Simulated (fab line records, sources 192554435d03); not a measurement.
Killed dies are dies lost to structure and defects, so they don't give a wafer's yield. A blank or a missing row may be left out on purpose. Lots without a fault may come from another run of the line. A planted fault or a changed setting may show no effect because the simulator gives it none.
Which tool did it? | flow n5_finfet | 9 lots, 26 wafers sampled, at 5 steps of a route of 1938

WHAT THE GAUGES READ, wafer by wafer
N5_BEOL_M3_CD_MEAS_18: pitch 36 nm, target cd 18 nm. Usual: cd_nm 17.9 nm, standard deviation 0.36.
lot  | measured     | on        | cd_nm (nm)     | flag
L949 | day 7 02:10  | cd_sem-03 | 18.1 18.2 18.5 |
L957 | day 9 14:32  | cd_sem-02 | 17.9 17.9 18.0 |
L959 | day 9 17:59  | cd_sem-03 | 18.2 17.9      |
L965 | day 12 02:28 | cd_sem-03 | 17.6 18.2 17.4 |
L969 | day 12 10:32 | cd_sem-03 | 18.1 16.9 17.4 |
L971 | day 12 16:45 | cd_sem-01 | 18.0 18.0 18.0 |
L967 | day 12 21:20 | cd_sem-01 | 17.7 18.1 18.3 |
L970 | day 13 00:30 | cd_sem-01 | 18.6 18.4 18.3 |
L972 | day 13 12:27 | cd_sem-03 | 18.2 17.8 17.8 |

N5_BEOL_M4_RC_MEAS_101. Usual: DIBL_N 36.3 mV/V, standard deviation 2; DIBL_P 36.3 mV/V, standard deviation 2.4; IOFF_N 0.16 nA/um, standard deviation 0.034; IOFF_P 0.21 nA/um, standard deviation 0.035; ION_N 672 uA/um, standard deviation 12; ION_P 459 uA/um, standard deviation 6.5; SS_N 71.6 mV/dec, standard deviation 0.67; SS_P 73.3 mV/dec, standard deviation 0.71; VT_N 250 mV, standard deviation 3.5; VT_P -251 mV, standard deviation 3.
lot  | measured     | on        | DIBL_N (mV/V)  | DIBL_P (mV/V)  | IOFF_N (nA/um) | IOFF_P (nA/um) | ION_N (uA/um) | ION_P (uA/um) | SS_N (mV/dec)  | SS_P (mV/dec)  | VT_N (mV)   | VT_P (mV)      | flag
L949 | day 8 00:26  | prober-02 | 35.2 37.8 35.8 | 33.4 36.8 34.4 | 0.12 0.17 0.14 | 0.18 0.23 0.19 | 658 676 672   | 453 464 459   | 71.4 71.9 71.5 | 72.0 73.4 72.6 | 252 248 252 | -254 -248 -250 |
L957 | day 11 13:41 | prober-02 | 36.3 34.7 33.9 | 35.8 33.7 32.3 | 0.16 0.13 0.11 | 0.24 0.20 0.17 | 670 658 627   | 465 463 450   | 72.2 71.6 72.0 | 72.4 72.2 72.4 | 252 251 259 | -246 -250 -250 |
L959 | day 11 21:26 | prober-02 | 38.4 35.5      | 39.9 36.4      | 0.19 0.14      | 0.26 0.20      | 689 669       | 467 459       | 71.9 70.8      | 74.1 73.8      | 247 251     | -250 -249      |
L965 | day 13 14:58 | prober-02 | 36.1 36.9 36.7 | 37.3 37.7 38.0 | 0.15 0.16 0.16 | 0.22 0.22 0.22 | 661 669 684   | 462 469 474   | 71.3 70.7 72.0 | 73.1 72.8 73.5 | 249 249 249 | -248 -245 -248 |
L969 | day 13 08:12 | prober-02 | 36.1 35.3 33.6 | 35.6 35.6 32.8 | 0.18 0.17 0.13 | 0.19 0.19 0.15 | 695 681 672   | 465 459 451   | 71.7 71.2 71.2 | 73.0 72.9 72.8 | 246 247 252 | -253 -252 -256 |
L971 | day 14 01:46 | prober-02 | 36.8 33.8 34.3 | 36.2 32.4 33.0 | 0.16 0.12 0.13 | 0.20 0.15 0.16 | 676 666 672   | 458 460 459   | 71.6 70.9 70.7 | 74.0 72.0 72.4 | 251 255 253 | -249 -256 -252 |
L967 | day 14 07:01 | prober-02 | 37.0 34.8 38.7 | 38.8 34.8 38.5 | 0.20 0.15 0.24 | 0.25 0.19 0.24 | 682 666 676   | 462 454 458   | 71.8 71.2 72.4 | 74.3 74.1 74.0 | 247 249 244 | -248 -252 -249 |
L970 | day 14 05:52 | prober-01 | 37.9 37.1 40.2 | 38.8 37.0 40.1 | 0.20 0.18 0.24 | 0.25 0.22 0.28 | 699 679 693   | 473 463 469   | 72.3 71.9 72.8 | 74.4 73.8 74.6 | 245 246 243 | -248 -249 -250 |
L972 | day 14 14:23 | prober-01 | 36.8 37.2 36.1 | 37.1 37.9 36.1 | 0.19 0.20 0.18 | 0.22 0.24 0.21 | 680 679 684   | 459 459 462   | 71.8 72.0 72.0 | 73.0 73.4 72.6 | 248 246 245 | -249 -248 -251 |

WHICH TOOL RAN EACH LOT (tool, then ch and the chambers of the sampled wafers, then the start)
lot  | N5_BEOL_M3_STRIP_66                | N5_BEOL_M3_ETCH_70                 | N5_BEOL_M3_ETCH_41
L949 | rie_diel-03 ch 0,1, day 7 01:45    | rie_diel-03 ch 0,2,3, day 7 05:33  | rie_diel-03 ch 0,2,3, day 8 00:26 or earlier
L957 | rie_diel-04 ch 0,2, day 9 14:12    | rie_diel-03 ch 0,2,3, day 9 16:25  | rie_diel-03 ch 0,2,3, day 11 13:41 or earlier
L959 | rie_diel-01 ch 1, day 9 17:45      | rie_diel-03 ch 1,2, day 10 03:38   | rie_diel-03 ch 1,2, day 11 21:26 or earlier
L965 | rie_diel-04 ch 2,3, day 12 02:11   | rie_diel-01 ch 0,1,2, day 12 06:01 | rie_diel-01 ch 0,1,2, day 13 14:58 or earlier
L969 | rie_diel-01 ch 1,2, day 12 10:19   | rie_diel-01 ch 0,3, day 12 15:14   | rie_diel-01 ch 0,3, day 13 08:12 or earlier
L971 | rie_diel-03 ch 0,1, day 12 16:31   | rie_diel-04 ch 1,3, day 12 19:34   | rie_diel-04 ch 1,3, day 14 01:46 or earlier
L967 | rie_diel-04 ch 2,3, day 12 21:07   | rie_diel-03 ch 0,2,3, day 12 22:49 | rie_diel-03 ch 0,2,3, day 14 07:01 or earlier
L970 | rie_diel-03 ch 0,2,3, day 13 00:11 | rie_diel-01 ch 0,2,3, day 13 06:57 | rie_diel-01 ch 0,2,3, day 14 05:52 or earlier
L972 | rie_diel-03 ch 0,2, day 13 12:14   | rie_diel-03 ch 0,1,2, day 13 19:26 | rie_diel-03 ch 0,1,2, day 14 14:23 or earlier
- N5_BEOL_M3_STRIP_66: strips in CF4.
- N5_BEOL_M3_ETCH_70: etches SOC in N2/H2, target depth 80 nm, overetch 16 nm, time 120 s.
- N5_BEOL_M3_ETCH_41: etches SiCN in CH3F/O2, target depth 29.9 nm, time 52.5 s.

WHAT THE TOOLS THEMSELVES READ (means of the sampled wafers that have a number; where no wafer has one, the mark that the record gives instead)
N5_BEOL_M3_STRIP_66. Usual: drypump_motor_current_A 5.9 A, standard deviation 0.69; oes_product_au 0.77 a.u., standard deviation 0.057; rf_vpp_V 270.8 V, standard deviation 1.3; showerhead_plenum_p_Torr 1.78 Torr, standard deviation 0.043; throttle_valve_pct 13.51 %, standard deviation 0.21.
lot  | tool        | drypump_motor_current_A (A) | oes_product_au (a.u.) | rf_vpp_V (V) | showerhead_plenum_p_Torr (Torr) | throttle_valve_pct (%) | flag
L949 | rie_diel-03 | 6.0                         | 0.82                  | 271.9        | 1.81                            | 13.26                  |
L957 | rie_diel-04 | 6.1                         | 0.82                  | 270.8        | 1.78                            | 13.29                  |
L959 | rie_diel-01 | 4.9                         | 0.70                  | 269.9        | 1.71                            | 13.69                  |
L965 | rie_diel-04 | 6.6                         | 0.83                  | 270.3        | 1.75                            | 13.31                  |
L969 | rie_diel-01 | 5.1                         | 0.70                  | 269.8        | 1.76                            | 13.54                  |
L971 | rie_diel-03 | 6.0                         | 0.79                  | 271.9        | 1.80                            | 13.35                  |
L967 | rie_diel-04 | 6.5                         | 0.82                  | 270.3        | 1.75                            | 13.31                  |
L970 | rie_diel-03 | 6.5                         | 0.73                  | 270.1        | 1.76                            | 13.66                  |
L972 | rie_diel-03 | 6.5                         | 0.74                  | 270.6        | 1.74                            | 13.67                  |

N5_BEOL_M3_ETCH_70. Usual: drypump_motor_current_A 5.9 A, standard deviation 0.67; oes_product_au 0.59 a.u., standard deviation 0.043; rf_vpp_V 523.0 V, standard deviation 2; run_length_s 143.5 s, standard deviation 0.41; showerhead_plenum_p_Torr 2.51 Torr, standard deviation 0.07; throttle_valve_pct 17.72 %, standard deviation 0.23.
lot  | tool        | drypump_motor_current_A (A) | oes_product_au (a.u.) | rf_vpp_V (V) | run_length_s (s) | showerhead_plenum_p_Torr (Torr) | throttle_valve_pct (%) | flag
L949 | rie_diel-03 | 6.5                         | 0.59                  | 522.6        | 143.6            | 2.51                            | 17.82                  |
L957 | rie_diel-03 | 6.5                         | 0.57                  | 523.4        | 150.1            | 2.50                            | 17.84                  | OFF
L959 | rie_diel-03 | 6.0                         | 0.59                  | 521.8        | 148.7            | 2.50                            | 17.56                  | OFF
L965 | rie_diel-01 | 5.2                         | 0.55                  | 521.9        | 143.2            | 2.49                            | 17.78                  |
L969 | rie_diel-01 | 6.2                         | 0.62                  | 522.3        | 143.2            | 2.50                            | 17.77                  |
L971 | rie_diel-04 | 6.1                         | 0.59                  | 522.1        | 143.4            | 2.52                            | 17.81                  |
L967 | rie_diel-03 | 6.5                         | 0.57                  | 522.7        | 143.8            | 2.49                            | 17.89                  |
L970 | rie_diel-01 | 5.7                         | 0.59                  | 523.5        | 143.4            | 2.52                            | 17.74                  |
L972 | rie_diel-03 | 6.1                         | 0.59                  | 522.8        | 143.8            | 2.51                            | 17.66                  |

N5_BEOL_M3_ETCH_41. Usual: drypump_motor_current_A 5.9 A, standard deviation 0.67; oes_product_au 0.77 a.u., standard deviation 0.057; rf_vpp_V 296.8 V, standard deviation 1.4; run_length_s 76.0 s, standard deviation 0.44; showerhead_plenum_p_Torr 1.97 Torr, standard deviation 0.051; throttle_valve_pct 16.23 %, standard deviation 0.2.
lot  | tool        | drypump_motor_current_A (A) | oes_product_au (a.u.) | rf_vpp_V (V) | run_length_s (s) | showerhead_plenum_p_Torr (Torr) | throttle_valve_pct (%) | flag
L949 | rie_diel-03 | 6.5                         | 0.76                  | 297.0        | 76.2             | 1.96                            | 16.23                  |
L957 | rie_diel-03 | 6.5                         | 0.75                  | 296.4        | 76.1             | 1.96                            | 16.26                  |
L959 | rie_diel-03 | 5.9                         | 0.78                  | 297.2        | 75.9             | 1.97                            | 16.13                  |
L965 | rie_diel-01 | 5.2                         | 0.72                  | 296.5        | 75.7             | 1.97                            | 16.35                  |
L969 | rie_diel-01 | 6.1                         | 0.81                  | 296.4        | 75.9             | 1.97                            | 16.33                  |
L971 | rie_diel-04 | 6.0                         | 0.78                  | 297.3        | 75.7             | 1.98                            | 16.21                  |
L967 | rie_diel-03 | 6.5                         | 0.74                  | 296.3        | 75.9             | 1.95                            | 16.30                  |
L970 | rie_diel-01 | 5.7                         | 0.77                  | 296.8        | 75.8             | 1.98                            | 16.30                  |
L972 | rie_diel-03 | 6.1                         | 0.76                  | 297.0        | 76.2             | 1.97                            | 16.16                  |

THE ANSWER, worked out from the rows above alone
Rule: a lot is off if the mean of its wafers that have a number lies more than 3 standard deviations from the usual mean. A lot without any number at a reading at which 4 lots or more have one is off too. The other lots that the step has rows for count as sound. The gauges are gone through in route order, then the tools' own readings, and for those a lot's mean is taken as printed above. The first step at which some lot is off is used, and at that step the reading that is off furthest; a lot without a number counts as furthest.
Off: L957, L959, at N5_BEOL_M3_ETCH_70 (run_length_s).
A tool fits if, at that step or a process step before it, it ran every lot that is off, and no sound lot after the first of them. None of those tried fits.

WHAT THE SIMULATOR HAD PUT IN
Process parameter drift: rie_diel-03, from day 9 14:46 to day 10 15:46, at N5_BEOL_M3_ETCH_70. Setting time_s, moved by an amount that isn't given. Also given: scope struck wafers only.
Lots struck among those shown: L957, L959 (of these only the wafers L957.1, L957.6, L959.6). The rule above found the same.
